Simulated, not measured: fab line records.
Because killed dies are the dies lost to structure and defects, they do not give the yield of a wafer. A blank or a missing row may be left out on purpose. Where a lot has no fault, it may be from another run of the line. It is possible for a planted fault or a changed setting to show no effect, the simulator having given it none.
Chamber matching :: flow nand harc :: rie diel-05 running NHARC_P_M1_STRIP_18: 4 sister chambers
The step strips in N2/H2. 4 wafers are shown with their chamber, then 9 later ones without.

## WAFERS WITH THEIR CHAMBER
wafer: L089.3
chamber: 3
drypump motor current A (A): 5.6

wafer: L091.4
chamber: 0
drypump motor current A (A): 5.4

wafer: L091.5
chamber: 1
drypump motor current A (A): 6.0

wafer: L091.6
chamber: 2
drypump motor current A (A): 5.7

## WAFERS WITH NO CHAMBER GIVEN
wafer: L093.1
drypump motor current A (A): 5.7

wafer: L093.3
drypump motor current A (A): 6.0

wafer: L093.4
drypump motor current A (A): 5.6

wafer: L097.1
drypump motor current A (A): 5.6

wafer: L097.3
drypump motor current A (A): 5.9

wafer: L097.6
drypump motor current A (A): 5.5

wafer: L096.1
drypump motor current A (A): 5.9

wafer: L096.2
drypump motor current A (A): 5.6

wafer: L096.4
drypump motor current A (A): 5.5

## EACH ONE'S CHAMBER
wafer: L093.1
from the rows above: can't be placed: 2 or 3
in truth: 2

wafer: L093.3
from the rows above: 1
in truth: 1

wafer: L093.4
from the rows above: can't be placed: 3 or 2
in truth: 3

wafer: L097.1
from the rows above: can't be placed: 3 or 2
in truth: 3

wafer: L097.3
from the rows above: can't be placed: 1 or 2
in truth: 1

wafer: L097.6
from the rows above: can't be placed: 0 or 3 or 2
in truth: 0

wafer: L096.1
from the rows above: can't be placed: 1 or 2
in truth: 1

wafer: L096.2
from the rows above: can't be placed: 3 or 2
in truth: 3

wafer: L096.4
from the rows above: can't be placed: 0 or 3 or 2
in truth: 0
Placed correctly: 1 of 9. Not placeable from these rows: 8 (in 8, the candidates include the true chamber). 0 placed wrongly.
How it was worked out, from the rows above alone: a wafer's distance from a chamber is the root of the sum, over the readings, of the square of ((its reading less the chamber's mean) divided by the reading's scatter). The wafer belongs to the nearest chamber; if the next one is less than 2 further off, it can't be placed. For every chamber, the mean is computed from those of its wafers that are shown. The scatter: root of mean squared gap, hidden wafer to nearest shown wafer, with one shown wafer a chamber.
